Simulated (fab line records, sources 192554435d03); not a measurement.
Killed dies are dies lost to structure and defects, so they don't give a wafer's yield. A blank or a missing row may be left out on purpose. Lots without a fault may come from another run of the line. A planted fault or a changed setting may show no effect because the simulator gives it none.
fab line records | flow n5_finfet | part 2 of 2: steps 24 to 29 of 29
record lots=5 wafers=15 last_day=17
route steps=1938 shown BEOL_M12@1612
lots that met no fault: from a run of the same line without faults
start_h: hours from the record's first day to the start of the lot's first wafer shown | wait_h: hours since the lot's step before | " the same as in the row above | L1.1+2: a row that stands for several wafers | - no value, or no start given | * or withheld: withheld | < > ~ a bound
route shown NAME@n: a module of which the file shows steps, and the number in the route of the first | usual: mean/standard deviation of fault-free wafers | same: alike in all rows | chamber/n: place in a boat | sites: the reading at each site | _std_site: their standard deviation | _edge_site: outer sites' mean less inner sites' | radius_mm: how far each site lies from the wafer's centre | mask NAME#n: copy n | behind: the tool/chamber that last shaped the wafer | hold: why the lot was held/for how many hours/how that ended | device: the transistor (n, p or np) that didn't switch | end of line: the same wafers' tests at the end of the route | a step without rows: its recipe alone | killed: dies lost to structure and defects at the first sort, not the wafer's yield | map: a wafer's dies, x killed, . not, _ none there
set.NAME: the setting as run; set.NAME@STEP: as run at that earlier step | model.NAME: the simulator's own value behind a step, which no gauge read
lots at some steps of the route; a table a step, a row a wafer
services: from which hour (start_h, from the record's first day; less than 0 if before it) a tool's chamber was out of use, for how many hours, and why
## steps
# step N5_BEOL_M12_DESCUM_33
# recipe chemistry=O2 time_s=7.9 source_power_w=50 bias_power_w=20 pressure_mtorr=20 rf_frequency_hz=2.712e+07 temp_c=40 o2_flow_sccm=225
# usual drypump_motor_current_A=5.9/0.39 oes_product_au=0.83/0.1 rf_vpp_V=242.7/1.3 showerhead_plenum_p_Torr=2.05/0.073 throttle_valve_pct=20.31/0.21
# columns lot.wafer tool chamber start_h wait_h drypump_motor_current_A oes_product_au rf_hours_counter_h rf_vpp_V showerhead_plenum_p_Torr throttle_valve_pct
L077.1 rie_diel-02 3 264.29 0.0 6.0 0.80 79 241.6 2.01 20.46
L077.2 " 1 " " 5.4 0.70 215 243.3 2.16 20.29
L077.4 " 2 " " 5.8 0.89 22 240.6 2.06 20.39
L081.2 rie_diel-02 1 289.18 0.0 5.4 0.70 223 244.0 2.16 20.31
L081.4 " 0 " " 6.4 0.72 184 239.8 1.89 20.46
L081.5 " 2 " " 5.8 0.88 - 241.8 2.06 20.39
L086.2 rie_diel-02 1 317.32 0.2 5.3 0.69 235 243.8 2.15 20.34
L086.3 " 3 " " 6.0 0.78 99 240.6 2.01 20.49
L086.5 " 2 " " 5.8 0.87 - 242.5 2.05 20.42
L092.3 rie_diel-05 2 350.80 0.0 5.5 0.82 83 243.2 2.02 20.11
L092.4 " 0 " " 5.7 0.91 31 243.9 2.15 20.12
L092.5 " 0 " " 5.8 0.92 - 242.6 2.15 20.13
L095.3 rie_diel-02 2 373.50 0.0 5.8 0.83 66 241.7 2.04 20.46
L095.5 " 0 " " 6.3 0.69 - 241.2 1.88 20.48
L095.6 " 3 " " 5.9 0.75 - 242.6 2.00 20.52
# step N5_BEOL_M12_ETCH_67
# recipe chemistry=CF4 target=SiARC target_depth_a=1430 time_s=238.3 ion_energy_ev=80 pressure_mtorr=40 source_w=545 bias_w=36 Ar_flow_sccm=100 cf4_flow_sccm=100 ends=cleared
# usual drypump_motor_current_A=5.9/0.39 etch_rf_on_time_s=235/5.2 oes_product_au=0.71/0.092 rf_vpp_V=183.6/1.2 showerhead_plenum_p_Torr=2.11/0.065 throttle_valve_pct=15.51/0.2
# columns lot.wafer tool chamber start_h wait_h drypump_motor_current_A etch_rf_on_time_s oes_product_au rf_hours_counter_h rf_vpp_V showerhead_plenum_p_Torr throttle_valve_pct
L077.1 rie_diel-02 3 264.33 0.0 6.0 236 0.70 79 183.3 2.07 15.65
L077.2 " 1 " " 5.4 245 0.60 215 186.3 2.21 15.57
L077.4 " 2 " " 5.8 239 0.76 22 182.8 2.10 15.47
L081.2 rie_diel-02 1 289.21 0.0 5.4 247 0.59 223 185.0 2.21 15.60
L081.4 " 0 " " 6.4 238 0.61 184 182.4 1.96 15.75
L081.5 " 2 " " 5.8 242 0.74 - 183.7 2.10 15.49
L086.2 rie_diel-02 1 317.36 0.0 5.4 247 0.58 235 185.1 2.21 15.61
L086.3 " 3 " " 6.0 236 0.68 99 182.5 2.06 15.67
L086.5 " 2 " " 5.8 241 0.73 - 182.6 2.10 15.52
L092.3 rie_diel-05 2 350.83 0.0 5.5 239 0.70 83 183.6 2.08 15.38
L092.4 " 0 " " 5.7 230 0.79 31 184.0 2.18 15.15
L092.5 " 0 " " 5.8 231 0.78 - 184.7 2.18 15.15
L095.3 rie_diel-02 2 373.53 0.0 5.8 237 0.70 66 181.3 2.09 15.56
L095.5 " 0 " " 6.3 233 0.60 - 181.1 1.95 15.84
L095.6 " 3 " " 6.0 237 0.65 - 182.9 2.05 15.73
# step N5_BEOL_M12_ETCH_68
# recipe chemistry=N2/H2 target=SOC mask_material=SiARC source_w=3000 bias_w=350 temp_c=40 time_s=285 ion_energy_ev=200 pressure_mtorr=30 n2_flow_sccm=200 h2_flow_sccm=200
# usual drypump_motor_current_A=5.9/0.39 oes_product_au=0.83/0.1 rf_vpp_V=522.8/2.3 showerhead_plenum_p_Torr=2.50/0.08 throttle_valve_pct=17.65/0.22
# columns lot.wafer tool chamber start_h wait_h drypump_motor_current_A oes_product_au rf_hours_counter_h rf_vpp_V showerhead_plenum_p_Torr throttle_valve_pct
L077.1 rie_diel-02 3 264.48 0.1 5.9 0.81 79 520.8 2.45 17.75
L077.2 " 1 " " 5.4 0.71 215 527.2 2.64 17.83
L077.4 " 2 " " 5.8 0.91 22 524.1 2.48 17.59
L081.2 rie_diel-02 1 289.36 0.1 5.3 0.70 223 525.4 2.63 17.83
L081.4 " 0 " " 6.3 0.72 184 517.6 2.32 17.91
L081.5 " 2 " " 5.8 0.88 - 523.0 2.47 17.62
L086.2 rie_diel-02 1 317.50 0.1 5.4 0.69 235 526.2 2.63 17.87
L086.3 " 3 " " 6.0 0.78 99 521.2 2.44 17.79
L086.5 " 2 " " 5.8 0.87 - 522.9 2.47 17.64
L092.3 rie_diel-05 2 350.98 0.1 5.5 0.83 83 520.7 2.46 17.46
L092.4 " 0 " " 5.8 0.92 31 527.3 2.58 17.30
L092.5 " 0 " " 5.8 0.92 - 524.7 2.58 17.30
L095.3 rie_diel-02 2 373.68 0.1 5.7 0.83 67 523.0 2.46 17.69
L095.5 " 0 " " 6.3 0.69 - 516.8 2.31 17.98
L095.6 " 3 " " 5.9 0.76 - 520.4 2.43 17.82
# step N5_BEOL_M12_STRIP_69
# recipe chemistry=N2/H2 temp_c=40 n2_flow_sccm=200 h2_flow_sccm=200 rf_frequency_hz=6e+07
# columns lot.wafer tool chamber start_h wait_h
L077.1+2+4 rie_diel-02 3,1,2 264.65 0.1
L081.2+4+5 rie_diel-02 1,0,2 289.53 0.1
L086.2+3+5 rie_diel-02 1,3,2 317.67 0.1
L092.3+4+5 rie_diel-05 2,0,0 351.15 0.1
L095.3+5+6 rie_diel-02 2,0,3 373.85 0.1
# step N5_BEOL_M12_TRENCH_ETCH_34
# recipe chemistry=C4F8/O2/Ar target=SiOC target_depth_a=3189.5 mask_material=SOC pressure_mtorr=30 source_w=3000 bias_w=700 Ar_flow_sccm=400 C4F8_flow_sccm=15 O2_flow_sccm=8 he_inner_torr=15 he_outer_torr=30 time_s=125.5 ion_energy_ev=250
# usual C4F8_flow_sccm=14.99/0.043 drypump_motor_current_A=5.9/0.39 oes_product_au=0.83/0.1 rf_vpp_V=664.0/2.9 showerhead_plenum_p_Torr=3.36/0.1 throttle_valve_pct=24.11/0.22
# columns lot.wafer tool chamber start_h wait_h C4F8_flow_sccm drypump_motor_current_A oes_product_au rf_hours_counter_h rf_vpp_V showerhead_plenum_p_Torr throttle_valve_pct
L077.1 rie_diel-02 3 264.66 0.0 15.00 6.0 0.82 79 662.3 3.30 24.24
L077.2 " 1 " " 14.99 5.4 0.70 215 668.6 3.55 24.19
L077.4 " 2 " " 14.99 5.8 0.90 22 663.8 3.34 24.10
L081.2 rie_diel-02 1 289.54 0.0 14.93 5.4 0.70 223 667.9 3.54 24.20
L081.4 " 0 " " 14.96 6.4 0.72 184 657.0 3.15 24.36
L081.5 " 2 " " 15.13 5.8 0.89 - 662.3 3.34 24.11
L086.2 rie_diel-02 1 317.68 0.0 14.98 5.4 0.69 235 668.6 3.54 24.23
L086.3 " 3 " " 14.98 6.0 0.79 99 662.0 3.29 24.27
L086.5 " 2 " " 15.01 5.7 0.86 - 664.5 3.33 24.13
L092.3 rie_diel-05 2 351.16 0.0 15.00 5.5 0.83 83 663.0 3.32 23.96
L092.4 " 0 " " 15.06 5.8 0.92 31 667.4 3.48 23.76
L092.5 " 0 " " 15.01 5.8 0.92 - 666.2 3.48 23.75
L095.3 rie_diel-02 2 373.86 0.0 15.00 5.8 0.83 67 661.0 3.32 24.13
L095.5 " 0 " " 14.97 6.4 0.69 - 655.4 3.13 24.40
L095.6 " 3 " " 14.98 5.9 0.75 - 662.2 3.28 24.29
# step N5_BEOL_M12_STRIP_70
# recipe chemistry=C4F8/O2/Ar resist=SiARC rf_frequency_hz=6e+07
# columns lot.wafer tool chamber start_h wait_h
L077.1+2+4 rie_diel-02 3,1,2 264.77 0.1
L081.2+4+5 rie_diel-02 1,0,2 289.65 0.1
L086.2+3+5 rie_diel-02 1,3,2 317.80 0.1
L092.3+4+5 rie_diel-05 2,0,0 351.27 0.1
L095.3+5+6 rie_diel-02 2,0,3 373.97 0.1
## services
# columns tool chamber start_h hours kind
wet_bench-01 - 245.79 2.5 repair
krf_scanner-02 - 247.31 0.8 pm
krf_scanner-01 - 250.84 1.0 pm
rie_diel-05 3 253.97 1.8 repair
rie_diel-02 1 259.41 3.0 repair
plasma_asher-02 - 264.42 4.5 repair
rie_diel-02 0 272.35 6.4 repair
rie_diel-03 3 272.91 8.3 repair
krf_scanner-01 - 273.01 4.0 pm
krf_scanner-01 - 279.73 1.3 pm
plasma_asher-02 - 285.72 15.6 pm
rie_diel-03 2 308.08 2.5 repair
rie_diel-03 3 308.34 5.9 repair
plasma_asher-02 - 310.10 2.7 repair
krf_scanner-02 - 311.07 4.0 pm
krf_scanner-01 - 314.06 2.6 repair
plasma_asher-02 - 314.53 4.3 repair
rie_diel-03 1 314.59 8.3 repair
rie_diel-05 2 335.38 4.5 repair
wet_bench-06 - 336.30 13.4 repair
krf_scanner-01 - 338.39 4.4 pm
rie_diel-02 1 349.06 28.8 repair
krf_scanner-02 - 359.60 1.0 pm
rie_diel-03 1 370.41 3.2 repair
